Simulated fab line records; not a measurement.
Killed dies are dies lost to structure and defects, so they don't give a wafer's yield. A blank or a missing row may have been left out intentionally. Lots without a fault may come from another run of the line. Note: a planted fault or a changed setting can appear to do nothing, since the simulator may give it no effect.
Chamber matching	flow n5-finfet	N5_BEOL_M10_ETCH_62 on rie-diel-04 has 4 sister chambers
The step etches SOC in N2/H2, target depth 110 nm, overetch 22 nm, time 165 s. 4 wafers are shown with their chamber, then 11 later ones without.

## EACH WAFER AND ITS CHAMBER
wafer	chamber	showerhead-plenum-p-Torr (Torr)
L086.4	3	2.67
L088.3	0	2.65
L088.4	1	2.67
L089.1	2	2.47

## WAFERS WITH NO CHAMBER GIVEN
wafer	showerhead-plenum-p-Torr (Torr)
L089.3	2.67
L089.6	2.67
L091.1	2.67
L091.4	2.47
L091.6	2.65
L095.2	2.66
L095.3	2.65
L095.4	2.47
L097.2	2.66
L097.3	2.66
L097.4	2.47

## THE CHAMBER EACH PASSED THROUGH
wafer	from the rows above	in truth
L089.3	can't be placed: 1 or 3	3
L089.6	can't be placed: 1 or 3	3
L091.1	can't be placed: 1 or 3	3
L091.4	2	2
L091.6	0	0
L095.2	can't be placed: 1 or 3 or 0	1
L095.3	0	0
L095.4	2	2
L097.2	can't be placed: 1 or 3 or 0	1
L097.3	can't be placed: 1 or 3 or 0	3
L097.4	2	2
5 of 11 placed correctly. Can't be placed from these rows: 6 (the true chamber is among the candidates in 6). 0 placed wrongly.
How it was worked out, from the rows above alone: a wafer's distance from a chamber is the root of the sum, over the readings, of the square of ((its reading less the chamber's mean) divided by the reading's scatter). The wafer belongs to the nearest chamber; if the next one is less than 2 further off, it can't be placed. The mean given for a chamber averages the wafers shown for that chamber. The scatter (one wafer shown for each chamber): square how far every hidden wafer sits from the nearest shown wafer, average those squares and take the square root.
